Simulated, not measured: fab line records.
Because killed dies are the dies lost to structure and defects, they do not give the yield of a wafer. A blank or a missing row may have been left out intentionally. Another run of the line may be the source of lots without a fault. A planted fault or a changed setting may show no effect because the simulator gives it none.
Which tool was responsible?	flow nand-harc	6 lots with 17 wafers sampled at 3 steps, on a route of 1302 steps

== WHAT THE GAUGES SHOWED, per wafer ==
NHARC_A_ONON_D1_THK_MEAS_27: measures by ellipsometry.
lot	measured	on	thk-nm (nm)
L903	day 9 16:23	film-metro-01	1016 1014 1015
L908	day 12 03:54	film-metro-02	992 666
L912	day 13 12:00	film-metro-01	1002 1003 675
L914	day 14 12:01	film-metro-01	994 994 995
L917	day 15 22:49	film-metro-01	983 983 984
L921	day 17 00:04	film-metro-01	1005 1005 1006

== TOOL THAT RAN EACH LOT (tool first, then ch and the chambers of the sampled wafers, then the start) ==
lot	NHARC_A_ZERO_WELL_DESCUM_12	NHARC_A_ONON_D1_DEP_25
L903	rie-diel-05 ch 0,1,3, day 8 05:33	pecvd-onon-04 ch 0, day 9 15:59
L908	rie-diel-11 ch 0,1, day 10 19:51	pecvd-onon-01 ch 0, day 12 03:30
L912	rie-diel-05 ch 0,2,3, day 11 23:14	pecvd-onon-01 ch 0, day 13 11:29
L914	rie-diel-11 ch 0,1,3, day 12 22:56	pecvd-onon-03 ch 0, day 14 11:40
L917	rie-diel-05 ch 1,2,3, day 14 15:55	pecvd-onon-01 ch 0, day 15 22:18
L921	rie-diel-04 ch 0,3, day 15 14:09	pecvd-onon-03 ch 0, day 16 23:41
- NHARC_A_ZERO_WELL_DESCUM_12: chemistry O2, time 3 s.
- NHARC_A_ONON_D1_DEP_25: target thk 1000 nm.

== THE ANSWER, worked out from the rows above alone ==
Rule: what is usual is taken from the lots themselves. Put in order of their means at a reading, lots are off if they are a third of the lots or fewer, leave a main group of 4 or more, and stand apart from it by a gap of 3 or more times the standard deviation of the main group's means; of several such gaps the widest counts. If all means in a main group match to the digits the tables above print for the reading, that group is not used. A lot without any number at a reading at which 4 lots or more have one is off too. The other lots that the step has rows for count as sound.
Off: L908, L912 (NHARC_A_ONON_D1_THK_MEAS_27, thk-nm). Main group: mean 1000 nm, sd 12.
A tool fits if, at a process step before that reading, it ran every lot that is off, and no sound lot after the first of them. The gauges at NHARC_A_ONON_D1_THK_MEAS_27 are tried like those tools. None of those tried fits.

== WHAT THE SIMULATOR HAD PUT IN ==
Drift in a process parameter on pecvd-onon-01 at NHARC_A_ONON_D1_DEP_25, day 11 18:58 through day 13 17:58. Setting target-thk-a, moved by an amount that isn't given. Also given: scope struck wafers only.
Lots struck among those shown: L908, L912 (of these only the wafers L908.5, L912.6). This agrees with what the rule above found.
